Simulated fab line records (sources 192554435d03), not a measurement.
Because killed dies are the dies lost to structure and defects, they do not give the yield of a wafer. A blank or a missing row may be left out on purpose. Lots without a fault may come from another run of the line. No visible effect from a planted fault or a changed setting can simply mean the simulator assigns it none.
Split-lot study / flow n5-finfet / on a route of 1938 steps: 7 lots, 21 wafers read

ON THE SPLIT
At N5_HKMG_FIN_ETCH_55 (etches SOC in N2/H2, target depth 240 nm, time 300 s), the setting time-s was moved away from the recipe's 300 s on 7 of the 21 wafers read, by -8.2% to +16.4%. This setting was run at the recipe's value on the other wafers.

The split's own step is where the reading is taken.

THE READING
SiARC_of_HKMG_FIN_COAT_42.thk-nm (the simulator's own value, which no gauge read), in nm, at N5_HKMG_FIN_ETCH_55 (etches SOC in N2/H2, target depth 240 nm, time 300 s). The file does not state a usual value for it. Here, 14 wafers ran the recipe; their average is 21.3 nm with a standard deviation of 0.34 nm.

wafer=L075.3; tool, chamber at the split=rie-diel-02, 3; time-s as run, s=300; against the recipe=recipe; SiARC_of_HKMG_FIN_COAT_42.thk-nm, nm=21.6; against lot-mates on the recipe=-
wafer=L075.5; tool, chamber at the split=rie-diel-02, 1; time-s as run, s=300; against the recipe=recipe; SiARC_of_HKMG_FIN_COAT_42.thk-nm, nm=21.8; against lot-mates on the recipe=-
wafer=L075.6; tool, chamber at the split=rie-diel-02, 0; time-s as run, s=300; against the recipe=recipe; SiARC_of_HKMG_FIN_COAT_42.thk-nm, nm=21.6; against lot-mates on the recipe=-
wafer=L080.1; tool, chamber at the split=rie-diel-05, 1; time-s as run, s=300; against the recipe=recipe; SiARC_of_HKMG_FIN_COAT_42.thk-nm, nm=21; against lot-mates on the recipe=-
wafer=L080.2; tool, chamber at the split=rie-diel-05, 0; time-s as run, s=300; against the recipe=recipe; SiARC_of_HKMG_FIN_COAT_42.thk-nm, nm=21.2; against lot-mates on the recipe=-
wafer=L080.4; tool, chamber at the split=rie-diel-05, 2; time-s as run, s=275.3; against the recipe=-8.2%; SiARC_of_HKMG_FIN_COAT_42.thk-nm, nm=22.6; against lot-mates on the recipe=+1.5
wafer=L081.1; tool, chamber at the split=rie-diel-05, 3; time-s as run, s=349.1; against the recipe=+16.4%; SiARC_of_HKMG_FIN_COAT_42.thk-nm, nm=18.4; against lot-mates on the recipe=-3.2
wafer=L081.4; tool, chamber at the split=rie-diel-05, 2; time-s as run, s=300; against the recipe=recipe; SiARC_of_HKMG_FIN_COAT_42.thk-nm, nm=21.6; against lot-mates on the recipe=-
wafer=L081.6; tool, chamber at the split=rie-diel-05, 3; time-s as run, s=349.1; against the recipe=+16.4%; SiARC_of_HKMG_FIN_COAT_42.thk-nm, nm=18.4; against lot-mates on the recipe=-3.2
wafer=L087.1; tool, chamber at the split=rie-diel-02, 1; time-s as run, s=343.4; against the recipe=+14.5%; SiARC_of_HKMG_FIN_COAT_42.thk-nm, nm=20; against lot-mates on the recipe=-1.0
wafer=L087.3; tool, chamber at the split=rie-diel-02, 2; time-s as run, s=343.4; against the recipe=+14.5%; SiARC_of_HKMG_FIN_COAT_42.thk-nm, nm=19.6; against lot-mates on the recipe=-1.4
wafer=L087.4; tool, chamber at the split=rie-diel-02, 3; time-s as run, s=300; against the recipe=recipe; SiARC_of_HKMG_FIN_COAT_42.thk-nm, nm=21; against lot-mates on the recipe=-
wafer=L089.2; tool, chamber at the split=rie-diel-05, 3; time-s as run, s=300; against the recipe=recipe; SiARC_of_HKMG_FIN_COAT_42.thk-nm, nm=20.6; against lot-mates on the recipe=-
wafer=L089.4; tool, chamber at the split=rie-diel-05, 1; time-s as run, s=300; against the recipe=recipe; SiARC_of_HKMG_FIN_COAT_42.thk-nm, nm=21; against lot-mates on the recipe=-
wafer=L089.5; tool, chamber at the split=rie-diel-05, 2; time-s as run, s=300; against the recipe=recipe; SiARC_of_HKMG_FIN_COAT_42.thk-nm, nm=21.4; against lot-mates on the recipe=-
wafer=L090.1; tool, chamber at the split=rie-diel-06, 3; time-s as run, s=300; against the recipe=recipe; SiARC_of_HKMG_FIN_COAT_42.thk-nm, nm=21.6; against lot-mates on the recipe=-
wafer=L090.2; tool, chamber at the split=rie-diel-06, 0; time-s as run, s=343.1; against the recipe=+14.4%; SiARC_of_HKMG_FIN_COAT_42.thk-nm, nm=19.2; against lot-mates on the recipe=-2.4
wafer=L090.5; tool, chamber at the split=rie-diel-06, 0; time-s as run, s=343.1; against the recipe=+14.4%; SiARC_of_HKMG_FIN_COAT_42.thk-nm, nm=19.2; against lot-mates on the recipe=-2.4
wafer=L094.1; tool, chamber at the split=rie-diel-05, 0; time-s as run, s=300; against the recipe=recipe; SiARC_of_HKMG_FIN_COAT_42.thk-nm, nm=21.4; against lot-mates on the recipe=-
wafer=L094.5; tool, chamber at the split=rie-diel-05, 0; time-s as run, s=300; against the recipe=recipe; SiARC_of_HKMG_FIN_COAT_42.thk-nm, nm=21.4; against lot-mates on the recipe=-
wafer=L094.6; tool, chamber at the split=rie-diel-05, 3; time-s as run, s=300; against the recipe=recipe; SiARC_of_HKMG_FIN_COAT_42.thk-nm, nm=20.8; against lot-mates on the recipe=-

THE FIT
A straight line over all 21 wafers: SiARC_of_HKMG_FIN_COAT_42.thk-nm changes by -0.146 nm for each +1% of time-s; r = -0.94; the points scatter about the line by 0.4 nm.
The same after taking each lot's own level away (the mean of its wafers on the recipe; 21 wafers): -0.156 nm for each +1%; r = -0.94; scatter 0.45 nm.
According to that fit, moving time-s by its largest amount changes the reading by 2.5 nm.
The lots' own levels span 21.00 to 21.67 nm, that is 1.9 times the standard deviation above.
The two slopes are in agreement: the lot-to-lot level therefore moves the slope only a little.
Check: for one of the wafers moved furthest among these (+16.4%), held out of the fit, the line's prediction against its lot-mates is -2.36 nm. Against them it came out at -3.2 nm.

OTHER SPLITS ON THESE WAFERS
Before the reading, these wafers also passed through other splits. Each is held against what the fit with the lots' levels taken away leaves over:
other split on the same wafers=N5_SDB_COAT_03 spin-rpm; wafers away from the commonest value=8; r with SiARC_of_HKMG_FIN_COAT_42.thk-nm (lot level and that fit taken away)=+0.56

THE WHOLE CHAIN: every reading that the file lists as answering this split, in the file's order
step=N5_HKMG_FIN_ETCH_55; what it does=etches SOC in N2/H2, target depth 240 nm, time 300 s; reading=etch.depth-nm (the simulator's own value, which no gauge read); change (the file's fit)=+2.66 nm for each +1% of the setting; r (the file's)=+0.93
step=N5_HKMG_FIN_ETCH_55; what it does=etches SOC in N2/H2, target depth 240 nm, time 300 s; reading=HKMG_FIN.feature-depth-nm (the simulator's own value, which no gauge read); change (the file's fit)=+2.66 nm for each +1% of the setting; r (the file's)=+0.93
step=N5_HKMG_FIN_ETCH_55; what it does=etches SOC in N2/H2, target depth 240 nm, time 300 s; reading=SiARC_of_HKMG_FIN_COAT_42.thk-nm (the simulator's own value, which no gauge read); change (the file's fit)=-0.155 nm for each +1% of the setting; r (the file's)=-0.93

THE FILE'S OWN FIT
SiARC_of_HKMG_FIN_COAT_42.thk-nm changes by -0.155 nm for each +1% of time-s, r = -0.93.
